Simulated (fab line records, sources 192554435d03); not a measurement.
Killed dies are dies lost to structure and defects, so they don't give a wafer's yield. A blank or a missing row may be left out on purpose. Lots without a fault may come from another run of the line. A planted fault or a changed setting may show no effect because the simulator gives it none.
Chamber matching | flow n5_finfet | N5_HKMG_FIN_ALD_91 on ald_metal-03: 4 sister chambers
The step deposits TiN, target thk 1 nm, pulse time 1 s, purge time 3 s. 7 wafers are shown with their chamber, then 9 later ones without.

WAFERS WITH THEIR CHAMBER
wafer  | chamber | heater_power_w (W) | precursor_pulse_height_rel
L082.6 | 3       | 801                | 0.981
L087.5 | 3       | 779                | 1.016
L088.5 | 2       | 909                | 0.985
L088.6 | 1       | 824                | 1.011
L091.1 | 0       | 942                | 0.999
L091.4 | 2       | 912                | 1.020
L091.5 | 1       | 834                | 1.010

WAFERS WITHOUT THEIR CHAMBER
wafer  | heater_power_w (W) | precursor_pulse_height_rel
L092.2 | 944                | 0.999
L092.3 | 923                | 1.047
L092.6 | 826                | 1.021
L095.3 | 909                | 1.008
L095.5 | 947                | 1.004
L095.6 | 827                | 1.005
L097.2 | 806                | 0.969
L097.4 | 951                | 0.999
L097.5 | 912                | 0.950

WHICH CHAMBER EACH WENT THROUGH
wafer  | from the rows above     | in truth
L092.2 | 0                       | 0
L092.3 | can't be placed: 2 or 0 | 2
L092.6 | 1                       | 1
L095.3 | 2                       | 2
L095.5 | 0                       | 0
L095.6 | 1                       | 1
L097.2 | can't be placed: 3 or 1 | 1
L097.4 | 0                       | 0
L097.5 | can't be placed: 2 or 0 | 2
Placed correctly: 6 of 9. Can't be placed from these rows: 3 (the true chamber is among the candidates in 3). Placed wrongly: 0.
How it was worked out, from the rows above alone: a wafer's distance from a chamber is the root of the sum, over the readings, of the square of ((its reading less the chamber's mean) divided by the reading's scatter). The wafer belongs to the nearest chamber; if the next one is less than 2 further off, it can't be placed. A chamber's mean is the mean of its shown wafers. The scatter: the root of (the sum of the squares of (reading less its chamber's mean) over the shown wafers, divided by (wafers less chambers)).
